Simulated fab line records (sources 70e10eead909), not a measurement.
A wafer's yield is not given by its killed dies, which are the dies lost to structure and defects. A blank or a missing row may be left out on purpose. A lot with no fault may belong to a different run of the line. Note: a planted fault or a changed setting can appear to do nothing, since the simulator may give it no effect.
Matching of chambers    flow nandHarc    4 sister chambers for NHARC_A_STAIRCASE_DESCUM_291 on rieDiel-08
The step chemistry O2, time 3 s. 18 wafers are shown with their chamber, then 9 later ones without.

== EACH WAFER AND ITS CHAMBER ==
wafer   chamber  showerheadPlenumPTorr (Torr)  drypumpMotorCurrentA (A)  oesProductAu (a.u.)
L074.3  1        1.86                          6.0                       1.009
L074.4  3        1.83                          6.5                       1.019
L074.6  3        1.83                          6.5                       1.014
L079.1  2        1.95                          6.3                       1.001
L079.5  0        1.92                          6.2                       1.008
L079.6  3        1.82                          6.5                       1.023
L080.1  3        1.82                          6.5                       1.025
L080.2  0        1.91                          6.2                       1.024
L080.3  1        1.85                          6.0                       1.012
L088.1  0        1.91                          6.2                       1.015
L088.3  2        1.94                          6.2                       1.004
L088.5  0        1.91                          6.2                       1.024
L090.1  1        1.85                          6.1                       0.998
L090.2  0        1.91                          6.2                       1.014
L090.6  3        1.82                          6.5                       1.027
L091.2  0        1.91                          6.2                       1.034
L091.3  2        1.94                          6.2                       1.012
L091.4  3        1.82                          6.5                       1.028

SIGNATURES, as means of the wafers listed above
reading                chamber 0  chamber 1  chamber 2  chamber 3  scatter within a chamber
showerheadPlenumPTorr  1.9117     1.8533     1.9433     1.8233     0.005
drypumpMotorCurrentA   6.200      6.033      6.233      6.500      0.0309
oesProductAu           1.01983    1.00633    1.00567    1.02267    0.00731
Rule: distance of a wafer from a chamber = root of the sum over the readings of ((wafer's reading minus chamber's mean) / reading's scatter) squared. The wafer belongs to the nearest chamber; if the next one is less than 2 further off, it can't be placed. The scatter: the root of (the sum of the squares of (reading less its chamber's mean) over the shown wafers, divided by (wafers less chambers)).

== WAFERS WITHOUT THEIR CHAMBER ==
wafer   showerheadPlenumPTorr (Torr)  drypumpMotorCurrentA (A)  oesProductAu (a.u.)
L092.4  1.84                          6.1                       0.992
L092.5  1.91                          6.2                       1.013
L092.6  1.84                          6.0                       0.992
L094.1  1.94                          6.3                       1.003
L094.2  1.81                          6.5                       1.038
L094.3  1.91                          6.2                       1.028
L095.2  1.94                          6.3                       1.008
L095.4  1.91                          6.2                       1.013
L095.6  1.84                          6.0                       0.999

== THE CHAMBER EACH PASSED THROUGH ==
wafer   from the rows above  in truth
L092.4  1                    1
L092.5  0                    0
L092.6  1                    1
L094.1  2                    2
L094.2  3                    3
L094.3  0                    0
L095.2  2                    2
L095.4  0                    0
L095.6  1                    1
9 of 9 placed correctly. From these rows, 0 cannot be placed. Placed wrongly: 0.
